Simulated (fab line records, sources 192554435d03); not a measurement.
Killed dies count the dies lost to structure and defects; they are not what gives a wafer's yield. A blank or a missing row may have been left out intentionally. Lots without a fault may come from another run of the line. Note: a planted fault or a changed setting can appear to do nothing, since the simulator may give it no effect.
Matching of chambers ; flow n5Finfet ; N5_SDB_ALD_29 on aldSin-04 has 4 sister chambers
The step deposits SiNx, target thk 30 nm, pulse time 1 s, ald cycles 600. 22 wafers are shown with their chamber, then 11 later ones without.

== WAFERS, EACH WITH ITS CHAMBER ==
wafer;chamber;heaterPowerW (W);susceptorTempC (C);precursorPulseHeightRel
L074.3;1;746;399.77;0.971
L074.4;0;803;399.81;1.005
L074.5;2;841;399.78;1.023
L075.2;2;838;399.60;0.995
L075.3;1;771;399.88;0.991
L075.5;0;811;399.78;1.003
L077.4;1;766;400.00;0.991
L077.5;0;801;399.95;1.006
L077.6;3;863;399.73;0.934
L082.1;3;894;400.21;0.981
L082.2;2;856;400.11;1.013
L082.6;0;814;399.81;1.003
L083.4;1;758;399.84;0.999
L083.5;0;809;400.00;1.043
L083.6;3;842;399.98;1.002
L084.2;1;763;400.14;1.015
L084.4;3;901;400.12;1.020
L084.6;1;759;400.04;1.013
L085.1;0;814;400.41;0.985
L085.4;3;875;400.00;0.993
L085.5;2;853;399.89;0.955
L090.1;0;820;400.00;0.997

SIGNATURES (averages over the wafers above)
reading;chamber 0;chamber 1;chamber 2;chamber 3;scatter within a chamber
heaterPowerW;810.29;760.50;847.00;875.00;13.2
susceptorTempC;399.9657;399.9450;399.8450;400.0080;0.19
precursorPulseHeightRel;1.00600;0.99667;0.99650;0.98600;0.0237
Rule: for a wafer and a chamber, the distance is found by dividing, reading by reading, the gap between the wafer's reading and the chamber's mean by the reading's scatter, squaring, summing and taking the root. The wafer belongs to the nearest chamber; if the next one is less than 2 further off, it can't be placed. The scatter is the square root of a quotient: the sum, over the shown wafers, of each reading's squared deviation from its chamber's mean, divided by wafers minus chambers.

== WAFERS MISSING THEIR CHAMBER ==
wafer;heaterPowerW (W);susceptorTempC (C);precursorPulseHeightRel
L090.2;855;399.98;1.019
L090.3;762;399.66;0.980
L092.1;818;400.08;0.986
L092.4;749;400.00;1.018
L092.5;803;399.99;1.011
L093.1;752;400.39;1.016
L093.4;868;400.21;1.012
L093.6;886;400.04;1.027
L096.3;896;399.57;0.996
L096.4;815;400.17;0.996
L096.6;886;400.16;0.975

== CHAMBER TAKEN BY EACH ==
wafer;from the rows above;in truth
L090.2;can't be placed: 2 or 3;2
L090.3;1;1
L092.1;can't be placed: 0 or 2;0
L092.4;1;1
L092.5;0;0
L093.1;1;1
L093.4;can't be placed: 3 or 2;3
L093.6;can't be placed: 3 or 2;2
L096.3;can't be placed: 3 or 2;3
L096.4;can't be placed: 0 or 2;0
L096.6;3;3
Correctly placed: 5 of 11. From these rows, 6 cannot be placed; in 6 the true chamber is one of the candidates. Number placed wrongly: 0.
